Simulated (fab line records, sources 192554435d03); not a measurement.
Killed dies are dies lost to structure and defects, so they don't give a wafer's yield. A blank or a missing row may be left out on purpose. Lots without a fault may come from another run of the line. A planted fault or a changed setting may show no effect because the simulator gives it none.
fab line records | flow n5_finfet | part 1 of 2: steps 1 to 4 of 6
record lots=19 wafers=57 last_day=18
route steps=1938 shown MOL_CONTACT_COAG@531
lots that met no fault: from a run of the same line without faults
start_h: hours from the record's first day to the start of the lot's first wafer shown | wait_h: hours since the lot's step before | " the same as in the row above | L1.1+2: a row that stands for several wafers | - no value, or no start given | * or withheld: withheld | < > ~ a bound
route shown NAME@n: a module of which the file shows steps, and the number in the route of the first | usual: mean/standard deviation of fault-free wafers | same: alike in all rows | chamber/n: place in a boat | sites: the reading at each site | _std_site: their standard deviation | _edge_site: outer sites' mean less inner sites' | radius_mm: how far each site lies from the wafer's centre | mask NAME#n: copy n | behind: the tool/chamber that last shaped the wafer | hold: why the lot was held/for how many hours/how that ended | device: the transistor (n, p or np) that didn't switch | end of line: the same wafers' tests at the end of the route | a step without rows: its recipe alone | killed: dies lost to structure and defects at the first sort, not the wafer's yield | map: a wafer's dies, x killed, . not, _ none there
set.NAME: the setting as run; set.NAME@STEP: as run at that earlier step | model.NAME: the simulator's own value behind a step, which no gauge read
steps of the route over a sample of lots; a table a step, a row a wafer
services: from which hour (start_h, from the record's first day; less than 0 if before it) a tool's chamber was out of use, for how many hours, and why
## steps
# step N5_MOL_CONTACT_COAG_ETCH_105
# recipe chemistry=CF4 target=SiARC target_depth_a=156 mask_material=CAR-EUV time_s=26 ion_energy_ev=80 pressure_mtorr=40 source_w=545 bias_w=36 Ar_flow_sccm=100 cf4_flow_sccm=100 ends=cleared
# usual chamber_pressure_mTorr=40.00/0.036 drypump_motor_current_A=6.0/0.33 etch_rf_on_time_s=26.1/0.58 oes_product_au=0.66/0.07 rf_vpp_V=184.4/1 showerhead_plenum_p_Torr=2.17/0.062 throttle_valve_pct=15.56/0.21
# columns lot.wafer tool chamber start_h wait_h chamber_pressure_mTorr drypump_motor_current_A etch_rf_on_time_s oes_product_au rf_hours_counter_h rf_vpp_V showerhead_plenum_p_Torr throttle_valve_pct
L075.1 rie_diel-03 1 95.08 0.0 40.09 6.1 27.5 0.56 243 185.6 2.20 15.84
L075.2 " 0 " " 40.02 6.3 25.4 0.68 134 187.3 2.23 15.61
L075.6 " 2 " " 39.99 6.0 26.9 0.64 - 185.0 2.23 15.44
L077.1 rie_diel-03 1 111.08 0.0 39.98 6.1 27.3 0.56 249 184.9 2.19 15.85
L077.4 " 3 " " 39.98 6.1 25.9 0.74 47 185.2 2.26 15.21
L077.6 " 1 " " 39.96 6.1 27.6 0.55 - 185.3 2.20 15.83
L078.2 rie_diel-02 3 112.57 0.0 39.99 6.3 25.5 0.63 163 183.7 2.14 15.36
L078.4 " 1 " " 40.01 5.3 26.2 0.70 101 184.1 2.07 15.47
L078.5 " 0 " " 40.02 5.8 26.2 0.63 - 183.9 2.13 15.88
L080.2 rie_diel-02 3 124.63 0.0 39.99 6.2 25.4 0.63 168 183.7 2.13 15.37
L080.3 " 2 " " 40.05 5.7 26.3 0.62 164 185.2 2.22 15.70
L080.4 " 3 " " 40.02 6.3 25.5 0.63 - 183.4 2.13 15.36
L081.1 rie_diel-04 3 128.34 0.0 40.00 5.3 26.6 0.57 253 184.4 2.11 15.82
L081.2 " 1 " " 40.02 5.9 25.5 0.77 33 183.6 2.09 15.58
L081.6 " 1 " " 39.96 5.9 25.6 0.77 - 184.1 2.09 15.59
L083.1 rie_diel-04 2 143.38 0.0 39.97 6.5 26.3 0.62 176 183.9 2.14 15.79
L083.2 " 1 " " 39.95 5.9 25.8 0.76 40 183.3 2.08 15.57
L083.4 " 2 " " 40.01 6.5 26.3 0.62 - 184.2 2.14 15.78
L084.3 rie_diel-04 0 148.16 0.0 40.07 5.9 25.3 0.81 7 183.8 2.10 15.30
L084.5 " 3 " " 40.03 5.3 25.2 0.85 - 184.1 2.11 15.34
L084.6 " 0 " " 39.98 6.0 25.2 0.81 - 184.2 2.10 15.30
L086.1 rie_diel-03 3 159.88 0.0 40.01 6.1 25.5 0.72 69 184.1 2.26 15.24
L086.2 " 2 " " 39.98 6.0 26.5 0.63 175 185.0 2.22 15.49
L086.3 " 0 " " 40.05 6.3 25.5 0.66 162 185.8 2.23 15.67
L085.3 rie_diel-03 1 162.43 0.0 40.05 6.1 26.8 0.78 5 185.8 2.19 15.37
L085.4 " 3 " " 39.97 6.1 25.9 0.72 70 185.3 2.26 15.23
L085.5 " 2 " " 40.04 6.0 26.4 0.63 - 184.5 2.22 15.47
L087.2 rie_diel-02 1 168.06 0.0 39.94 5.3 25.9 0.68 118 182.7 2.06 15.49
L087.5 " 3 " " 39.98 6.3 25.2 0.62 - 184.1 2.13 15.39
L087.6 " 2 " " 40.02 5.7 26.1 0.61 - 184.7 2.22 15.72
L088.2 rie_diel-03 1 171.42 0.0 40.02 6.1 26.5 0.78 8 185.9 2.19 15.36
L088.3 " 0 " " 40.03 6.3 25.6 0.65 166 183.1 2.22 15.69
L088.6 " 2 " " 39.93 6.0 26.4 0.62 - 185.4 2.22 15.47
L089.2 rie_diel-02 3 184.03 0.0 40.00 6.3 25.0 0.62 188 182.6 2.13 15.40
L089.3 " 1 " " 39.98 5.3 26.1 0.68 123 183.7 2.06 15.52
L089.4 " 0 " " 40.01 5.8 26.2 0.61 223 182.3 2.12 15.93
L090.1 rie_diel-03 2 184.24 0.0 40.02 6.0 26.7 0.62 183 185.1 2.21 15.50
L090.3 " 1 " " 39.99 6.1 26.9 0.76 12 186.0 2.19 15.38
L090.4 " 0 " " 39.94 6.3 25.7 0.65 170 184.7 2.22 15.70
L092.2 rie_diel-03 2 195.20 0.0 40.01 6.0 26.4 0.62 186 184.6 2.21 15.49
L092.5 " 1 " " 39.98 6.1 26.7 0.76 - 184.1 2.19 15.40
L092.6 " 3 " " 40.00 6.1 25.7 0.72 - 184.9 2.25 15.25
L093.1 rie_diel-02 2 204.09 0.0 39.97 5.7 26.5 0.59 193 183.8 2.21 15.75
L093.2 " 3 " " 39.99 6.3 25.3 0.61 196 184.4 2.13 15.40
L093.3 " 0 " " 40.02 5.8 26.4 0.61 230 183.5 2.12 15.93
L094.2 rie_diel-03 0 205.25 0.0 40.06 6.3 25.2 0.65 174 185.1 2.22 15.70
L094.4 " 3 " " 40.04 6.1 25.6 0.71 84 186.3 2.25 15.27
L094.6 " 3 " " 39.94 6.1 25.6 0.70 - 184.9 2.25 15.26
L095.3 rie_diel-04 0 213.24 0.0 40.05 5.9 25.1 0.77 24 184.5 2.10 15.34
L095.4 " 2 " " 40.02 6.4 26.7 0.60 201 184.5 2.13 15.85
L095.6 " 3 " " 40.03 5.3 25.8 0.76 - 182.5 2.10 15.40
L096.1 rie_diel-03 1 219.09 0.0 39.96 6.1 26.6 0.74 26 184.4 2.19 15.40
L096.2 " 2 " " 39.99 6.0 26.5 0.61 196 185.3 2.21 15.52
L096.6 " 0 " " 39.99 6.3 25.4 0.65 - 186.0 2.22 15.71
L097.1 rie_diel-02 3 225.66 0.0 40.01 6.3 25.7 0.61 203 183.4 2.12 15.43
L097.3 " 2 " " 39.92 5.7 26.4 0.59 200 183.1 2.21 15.79
L097.6 " 3 " " 39.96 6.3 25.5 0.62 - 184.0 2.12 15.43
# step N5_MOL_CONTACT_COAG_ETCH_106
# recipe chemistry=N2/H2 target=SOC target_depth_a=800 overetch_a=160 mask_material=SiARC temp_c=40 time_s=120 ion_energy_ev=200 pressure_mtorr=30 source_w=840 bias_w=150 n2_flow_sccm=200 h2_flow_sccm=200
# usual chamber_pressure_mTorr=29.999/0.026 drypump_motor_current_A=6.0/0.33 h2_flow_sccm=200.2/0.57 oes_product_au=0.70/0.069 rf_vpp_V=524.7/2.2 showerhead_plenum_p_Torr=2.58/0.077 throttle_valve_pct=17.79/0.24
# columns lot.wafer tool chamber start_h wait_h chamber_pressure_mTorr drypump_motor_current_A h2_flow_sccm oes_product_au rf_hours_counter_h rf_vpp_V showerhead_plenum_p_Torr throttle_valve_pct
L075.1 rie_diel-03 1 95.11 0.0 29.984 6.1 200.4 0.60 243 526.2 2.60 18.01
L075.2 " 0 " " 30.072 6.3 201.1 0.70 134 526.1 2.66 17.95
L075.6 " 2 " " 29.983 6.0 201.3 0.68 - 527.1 2.65 17.62
L077.1 rie_diel-03 1 111.11 0.0 30.013 6.1 200.0 0.60 249 527.1 2.59 18.01
L077.4 " 3 " " 29.983 6.1 200.1 0.78 47 527.1 2.70 17.37
L077.6 " 1 " " 29.980 6.1 200.9 0.60 - 525.7 2.59 18.03
L078.2 rie_diel-02 3 112.59 0.0 30.019 6.3 199.0 0.67 163 522.9 2.53 17.52
L078.4 " 1 " " 30.010 5.3 199.8 0.74 101 522.0 2.46 17.71
L078.5 " 0 " " 29.982 5.8 200.4 0.67 - 524.0 2.51 17.93
L080.2 rie_diel-02 3 124.66 0.0 30.013 6.3 201.0 0.66 168 522.9 2.53 17.52
L080.3 " 2 " " 29.963 5.7 200.3 0.65 164 525.0 2.65 18.07
L080.4 " 3 " " 29.988 6.3 200.4 0.66 - 522.4 2.53 17.53
L081.1 rie_diel-04 3 128.37 0.0 29.992 5.3 200.8 0.60 253 523.5 2.50 18.10
L081.2 " 1 " " 30.014 5.9 200.3 0.79 33 523.0 2.50 17.92
L081.6 " 1 " " 29.964 5.9 200.2 0.79 - 521.8 2.50 17.91
L083.1 rie_diel-04 2 143.41 0.0 30.001 6.5 199.7 0.66 176 523.6 2.54 18.03
L083.2 " 1 " " 30.029 5.9 201.0 0.79 40 521.9 2.49 17.93
L083.4 " 2 " " 30.002 6.5 200.3 0.65 - 524.1 2.54 18.03
L084.3 rie_diel-04 0 148.19 0.0 29.995 5.9 200.1 0.83 7 523.0 2.48 17.36
L084.5 " 3 " " 29.991 5.3 200.4 0.87 - 523.5 2.50 17.67
L084.6 " 0 " " 30.004 5.9 200.3 0.83 - 523.0 2.48 17.35
L086.1 rie_diel-03 3 159.91 0.0 30.028 6.1 200.9 0.75 69 526.6 2.69 17.42
L086.2 " 2 " " 29.977 6.0 200.6 0.67 175 525.5 2.64 17.66
L086.3 " 0 " " 30.000 6.2 200.5 0.68 162 526.9 2.65 18.00
L085.3 rie_diel-03 1 162.46 0.0 29.974 6.1 200.7 0.83 5 525.3 2.59 17.62
L085.4 " 3 " " 29.948 6.0 200.5 0.74 70 527.7 2.69 17.42
L085.5 " 2 " " 29.959 6.0 200.0 0.66 - 525.7 2.64 17.67
L087.2 rie_diel-02 1 168.09 0.0 29.960 5.3 199.9 0.72 118 521.4 2.45 17.72
L087.5 " 3 " " 30.036 6.3 199.4 0.65 - 524.3 2.53 17.55
L087.6 " 2 " " 30.040 5.7 200.3 0.64 - 526.6 2.64 18.09
L088.2 rie_diel-03 1 171.45 0.0 30.007 6.1 200.7 0.83 8 525.8 2.59 17.61
L088.3 " 0 " " 30.012 6.3 200.5 0.68 166 526.7 2.65 18.00
L088.6 " 2 " " 29.971 6.0 200.0 0.67 - 526.2 2.64 17.68
L089.2 rie_diel-02 3 184.06 0.0 30.008 6.3 200.2 0.64 188 522.6 2.52 17.58
L089.3 " 1 " " 30.009 5.3 201.1 0.72 123 520.2 2.45 17.73
L089.4 " 0 " " 30.043 5.8 199.4 0.65 223 522.8 2.50 17.99
L090.1 rie_diel-03 2 184.27 0.0 29.994 6.0 200.8 0.66 183 526.1 2.64 17.69
L090.3 " 1 " " 29.991 6.1 199.7 0.82 12 524.2 2.59 17.60
L090.4 " 0 " " 30.011 6.3 201.4 0.67 170 526.1 2.65 18.02
L092.2 rie_diel-03 2 195.23 0.0 30.040 6.0 200.5 0.66 186 525.8 2.64 17.68
L092.5 " 1 " " 29.997 6.1 199.9 0.80 - 527.3 2.59 17.62
L092.6 " 3 " " 29.982 6.1 200.1 0.74 - 527.6 2.68 17.44
L093.1 rie_diel-02 2 204.12 0.0 29.977 5.7 200.3 0.63 193 526.9 2.63 18.14
L093.2 " 3 " " 30.024 6.3 201.1 0.64 196 521.8 2.52 17.59
L093.3 " 0 " " 29.975 5.8 199.4 0.64 230 521.3 2.49 18.02
L094.2 rie_diel-03 0 205.28 0.0 30.010 6.3 199.9 0.67 174 526.0 2.64 18.03
L094.4 " 3 " " 29.995 6.1 200.6 0.74 84 528.4 2.68 17.45
L094.6 " 3 " " 30.041 6.1 200.0 0.74 - 527.5 2.68 17.46
L095.3 rie_diel-04 0 213.27 0.0 30.026 5.9 199.8 0.79 24 521.8 2.48 17.41
L095.4 " 2 " " 30.016 6.5 200.1 0.63 201 523.8 2.53 18.08
L095.6 " 3 " " 30.018 5.4 199.5 0.80 - 521.8 2.49 17.73
L096.1 rie_diel-03 1 219.11 0.0 30.051 6.1 199.8 0.79 26 524.5 2.58 17.66
L096.2 " 2 " " 30.007 6.0 200.0 0.66 196 527.0 2.63 17.69
L096.6 " 0 " " 30.012 6.3 200.5 0.67 - 525.3 2.64 18.03
L097.1 rie_diel-02 3 225.69 0.0 30.035 6.3 200.2 0.64 203 522.3 2.52 17.60
L097.3 " 2 " " 30.029 5.7 200.4 0.62 200 526.2 2.63 18.15
L097.6 " 3 " " 30.007 6.3 200.5 0.64 - 523.7 2.52 17.59
# step N5_MOL_CONTACT_COAG_ALD_123
# recipe material=SiNx target_thk_a=50 temp_c=400 ald_precursor_family=SiH2I2 ald_co_reactant=N2/H2-plasma pulse_time_s=1 purge_time_s=2 co_reactant_purge_time_s=2 ald_cycles=100 pressure_torr=2
# usual chamber_pressure_Torr=2.000/0.0048 heater_power_w=839/94 precursor_pulse_height_rel=1.001/0.022
# same pulse_time_s=1
# columns lot.wafer tool chamber start_h wait_h chamber_pressure_Torr heater_power_w precursor_pulse_height_rel
L075.1 ald_sin-03 3 104.70 0.2 2.008 802 1.020
L075.2 " 2 " " 1.997 825 1.016
L075.6 " 3 " " 2.010 798 0.995
L077.1 ald_sin-04 1 122.49 0.0 1.987 872 0.981
L077.4 " 2 " " 1.990 765 1.052
L077.6 " 3 " " 1.999 1044 1.004
L078.2 ald_sin-03 2 122.65 0.0 2.008 821 0.995
L078.4 " 0 " " 1.998 920 0.989
L078.5 " 3 " " 2.004 809 0.996
L080.2 ald_sin-03 0 133.01 0.0 2.010 905 0.989
L080.3 " 1 " " 1.995 790 1.008
L080.4 " 2 " " 1.994 820 1.026
L081.1 ald_sin-01 2 139.27 0.2 1.992 1001 0.986
L081.2 " 1 " " 2.001 679 1.024
L081.6 " 1 " " 1.996 687 1.005
L083.1 ald_sin-04 1 151.32 0.0 1.996 918 0.981
L083.2 " 2 " " 2.002 766 1.022
L083.4 " 3 " " 2.002 1040 1.017
L084.3 ald_sin-01 1 157.36 0.1 1.993 678 1.047
L084.5 " 0 " " 2.003 764 1.001
L084.6 " 3 " " 2.003 835 1.020
L086.1 ald_sin-03 1 168.52 0.0 1.997 787 0.978
L086.2 " 2 " " 1.996 843 0.979
L086.3 " 0 " " 2.002 914 0.967
L085.3 ald_sin-01 1 173.95 0.0 2.006 717 1.007
L085.4 " 2 " " 2.002 1009 1.044
L085.5 " 3 " " 2.000 845 0.983
L087.2 ald_sin-01 3 177.97 0.0 2.007 829 1.032
L087.5 " 3 " " 2.004 832 1.045
L087.6 " 0 " " 1.998 760 1.038
L088.2 ald_sin-03 0 182.58 1.2 1.991 957 0.997
L088.3 " 3 " " 2.000 790 1.011
L088.6 " 3 " " 2.005 808 0.997
L089.2 ald_sin-04 0 193.18 0.7 2.002 836 1.037
L089.3 " 3 " " 1.996 1020 0.998
L089.4 " 1 " " 2.000 899 1.029
L090.1 ald_sin-01 2 193.21 0.6 2.002 1016 0.978
L090.3 " 1 " " 1.995 712 0.973
L090.4 " 0 " " 2.008 761 1.016
L092.2 ald_sin-04 0 203.57 0.0 2.007 831 0.993
L092.5 " 2 " " 2.006 762 1.022
L092.6 " 1 " " 2.000 910 1.019
L093.1 ald_sin-01 1 213.97 0.0 2.006 696 1.001
L093.2 " 0 " " 2.000 768 1.031
L093.3 " 2 " " 1.999 996 0.996
L094.2 ald_sin-04 0 216.06 0.1 1.995 816 0.968
L094.4 " 2 " " 2.012 781 1.012
L094.6 " 1 " " 2.000 904 0.973
L095.3 ald_sin-04 2 223.30 0.0 2.008 758 1.023
L095.4 " 1 " " 1.998 918 1.024
L095.6 " 0 " " 1.998 822 0.977
L096.1 ald_sin-01 1 226.42 0.0 2.000 702 1.004
L096.2 " 0 " " 2.004 755 1.010
L096.6 " 3 " " 1.994 824 0.996
L097.1 ald_sin-03 3 236.56 0.0 1.995 798 1.016
L097.3 " 2 " " 2.001 825 0.955
L097.6 " 0 " " 2.002 934 1.016
# step N5_MOL_CONTACT_COAG_CD_MEAS_84
# recipe target_cd_nm=25.1 landing_energy_ev=500 detector=se_inlens polarity=opening
# usual cd_nm=25.13/0.23
# columns lot.wafer tool chamber start_h wait_h cd_nm
L075.1 cd_sem-02 0 105.67 - 24.90
L075.2 " 0 " " 25.05
L075.6 " 0 " " 24.96
L077.1 cd_sem-01 0 123.33 - 24.96
L077.4 " 0 " " 24.93
L077.6 " 0 " " 24.64
L078.2 cd_sem-03 0 123.62 - 25.07
L078.4 " 0 " " 24.91
L078.5 " 0 " " 25.09
L080.2 cd_sem-02 0 133.85 - 25.24
L080.3 " 0 " " 25.36
L080.4 " 0 " " 25.30
L081.1 cd_sem-02 0 140.11 - 25.13
L081.2 " 0 " " 25.32
L081.6 " 0 " " 24.70
L083.1 cd_sem-02 0 152.29 - 25.19
L083.2 " 0 " " 25.54
L083.4 " 0 " " 25.41
L084.3 cd_sem-01 0 158.22 - 25.19
L084.5 " 0 " " 25.05
L084.6 " 0 " " 25.10
L086.1 cd_sem-03 0 169.36 - 25.56
L086.2 " 0 " " 24.86
L086.3 " 0 " " 25.36
L085.3 cd_sem-03 0 174.80 - 25.06
L085.4 " 0 " " 24.90
L085.5 " 0 " " 25.07
L087.2 cd_sem-01 0 178.82 - 25.49
L087.5 " 0 " " 25.32
L087.6 " 0 " " 25.13
L088.2 cd_sem-02 0 183.43 - 25.10
L088.3 " 0 " " 25.18
L088.6 " 0 " " 25.17
L089.2 cd_sem-02 0 194.03 - 24.97
L089.3 " 0 " " 25.00
L089.4 " 0 " " 25.05
L090.1 cd_sem-03 0 194.08 - 25.05
L090.3 " 0 " " 25.32
L090.4 " 0 " " 25.12
L092.2 cd_sem-01 0 204.42 - 25.59
L092.5 " 0 " " 25.51
L092.6 " 0 " " 25.01
L093.1 cd_sem-01 0 214.81 - 25.36
L093.2 " 0 " " 25.05
L093.3 " 0 " " 25.39
L094.2 cd_sem-03 0 216.94 - 25.13
L094.4 " 0 " " 25.35
L094.6 " 0 " " 25.11
L095.3 cd_sem-02 0 224.15 - 24.58
L095.4 " 0 " " 25.48
L095.6 " 0 " " 24.99
L096.1 cd_sem-02 0 227.28 - 24.88
L096.2 " 0 " " 24.87
L096.6 " 0 " " 25.23
L097.1 cd_sem-03 0 237.40 - 24.97
L097.3 " 0 " " 25.49
L097.6 " 0 " " 24.92
